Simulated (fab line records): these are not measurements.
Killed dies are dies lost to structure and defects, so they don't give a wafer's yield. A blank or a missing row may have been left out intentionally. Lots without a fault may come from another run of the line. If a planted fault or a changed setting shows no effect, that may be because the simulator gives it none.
Lot-split experiment / flow n5Finfet / route with 1938 steps; 7 lots, 21 wafers read

## THE SPLIT ITSELF
At N5_BEOL_M5_ETCH_72 (etches underlayer in N2/H2, target depth 6.5 nm, time 5.2 s), the setting biasW was moved away from the recipe's 150 W on 8 of the 21 wafers read, by -17.4% to +6.8%. For the rest of the wafers, this setting stayed at what the recipe calls for.

Reading taken at the split's own step.

## THE READING
rfVppV, in V, at N5_BEOL_M5_ETCH_72 (etches underlayer in N2/H2, target depth 6.5 nm, time 5.2 s). A value of 523.6 V with a standard deviation of 2.8 V is what fault-free wafers of this fab line usually give.

wafer=L074.2; tool, chamber at the split=rieDiel-03, 0; biasW as run, W=150; against the recipe=recipe; rfVppV, V=522.9; against lot-mates on the recipe=-
wafer=L074.3; tool, chamber at the split=rieDiel-03, 3; biasW as run, W=150; against the recipe=recipe; rfVppV, V=525.8; against lot-mates on the recipe=-
wafer=L074.4; tool, chamber at the split=rieDiel-03, 1; biasW as run, W=150; against the recipe=recipe; rfVppV, V=521.4; against lot-mates on the recipe=-
wafer=L075.2; tool, chamber at the split=rieDiel-05, 1; biasW as run, W=150; against the recipe=recipe; rfVppV, V=526.5; against lot-mates on the recipe=-
wafer=L075.3; tool, chamber at the split=rieDiel-05, 3; biasW as run, W=123.9; against the recipe=-17.4%; rfVppV, V=466.2; against lot-mates on the recipe=-60.9
wafer=L075.6; tool, chamber at the split=rieDiel-05, 1; biasW as run, W=150; against the recipe=recipe; rfVppV, V=527.7; against lot-mates on the recipe=-
wafer=L077.1; tool, chamber at the split=rieDiel-03, 1; biasW as run, W=150; against the recipe=recipe; rfVppV, V=523.3; against lot-mates on the recipe=-
wafer=L077.5; tool, chamber at the split=rieDiel-03, 1; biasW as run, W=125.9; against the recipe=-16.1%; rfVppV, V=468.6; against lot-mates on the recipe=-56.7
wafer=L077.6; tool, chamber at the split=rieDiel-03, 3; biasW as run, W=150; against the recipe=recipe; rfVppV, V=527.4; against lot-mates on the recipe=-
wafer=L078.1; tool, chamber at the split=rieDiel-03, 3; biasW as run, W=150; against the recipe=recipe; rfVppV, V=525.9; against lot-mates on the recipe=-
wafer=L078.3; tool, chamber at the split=rieDiel-03, 2; biasW as run, W=150; against the recipe=recipe; rfVppV, V=521.1; against lot-mates on the recipe=-
wafer=L078.6; tool, chamber at the split=rieDiel-03, 3; biasW as run, W=150; against the recipe=recipe; rfVppV, V=525.7; against lot-mates on the recipe=-
wafer=L088.2; tool, chamber at the split=rieDiel-03, 0; biasW as run, W=160.2; against the recipe=+6.8%; rfVppV, V=546.9; against lot-mates on the recipe=+24.2
wafer=L088.4; tool, chamber at the split=rieDiel-03, 1; biasW as run, W=160.2; against the recipe=+6.8%; rfVppV, V=542.1; against lot-mates on the recipe=+19.4
wafer=L088.5; tool, chamber at the split=rieDiel-03, 0; biasW as run, W=150; against the recipe=recipe; rfVppV, V=522.7; against lot-mates on the recipe=-
wafer=L095.1; tool, chamber at the split=rieDiel-03, 1; biasW as run, W=158.4; against the recipe=+5.6%; rfVppV, V=539.7; against lot-mates on the recipe=+16.5
wafer=L095.3; tool, chamber at the split=rieDiel-03, 2; biasW as run, W=150; against the recipe=recipe; rfVppV, V=523.2; against lot-mates on the recipe=-
wafer=L095.5; tool, chamber at the split=rieDiel-03, 0; biasW as run, W=158.4; against the recipe=+5.6%; rfVppV, V=542.9; against lot-mates on the recipe=+19.7
wafer=L096.1; tool, chamber at the split=rieDiel-01, 1; biasW as run, W=160; against the recipe=+6.7%; rfVppV, V=546.9; against lot-mates on the recipe=+24.7
wafer=L096.3; tool, chamber at the split=rieDiel-01, 2; biasW as run, W=160; against the recipe=+6.7%; rfVppV, V=543.5; against lot-mates on the recipe=+21.3
wafer=L096.5; tool, chamber at the split=rieDiel-01, 2; biasW as run, W=150; against the recipe=recipe; rfVppV, V=522.2; against lot-mates on the recipe=-

FIT RESULTS
A straight line over all 21 wafers: rfVppV changes by +3.3 V for each +1% of biasW; r = +0.99; the points scatter about the line by 2.3 V.
The same after taking each lot's own level away (the mean of its wafers on the recipe; 21 wafers): +3.45 V for each +1%; r = +1.00; scatter 1.8 V.
On that fit, the largest move of biasW shifts the reading by 60 V.
From 522.20 to 527.10 V: that is the span of the lots' own levels, equal to 1.7 times the standard deviation above.
The two slopes agree, so the slope changes little with the lot-to-lot level.
Check: -60.1 V against its lot-mates is what the line predicts for one of the wafers moved furthest among these (-17.4%) when that wafer is left out of the fit. Against them it came out at -60.9 V.
Tool readings at the split's step, against how far the setting was moved: etchRfOnTimeS r = -0.89; rfVppV r = +0.99.

## THESE WAFERS: OTHER SPLITS
Note: prior to the reading, these wafers also went through further splits. Each is held against what the fit with the lots' levels taken away leaves over:
other split on the same wafers=N5_BEOL_M4_EXPOSE_25 doseMj; wafers away from the commonest value=9; r with rfVppV (lot level and that fit taken away)=+0.00
other split on the same wafers=N5_BEOL_M4_ALD_98 aldCycles; wafers away from the commonest value=7; r with rfVppV (lot level and that fit taken away)=+0.14

## THE WHOLE CHAIN: every reading that the file lists as answering this split, in the file's order
step=N5_BEOL_M5_ETCH_72; what it does=etches underlayer in N2/H2, target depth 6.5 nm, time 5.2 s; reading=etchRfOnTimeS; change (the file's fit)=withheld for each +1% of the setting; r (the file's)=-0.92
step=N5_BEOL_M5_ETCH_72; what it does=etches underlayer in N2/H2, target depth 6.5 nm, time 5.2 s; reading=rfVppV; change (the file's fit)=+3.48 V for each +1% of the setting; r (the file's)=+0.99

## THE FILE'S OWN FIT
rfVppV changes by +3.48 V for each +1% of biasW, r = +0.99.
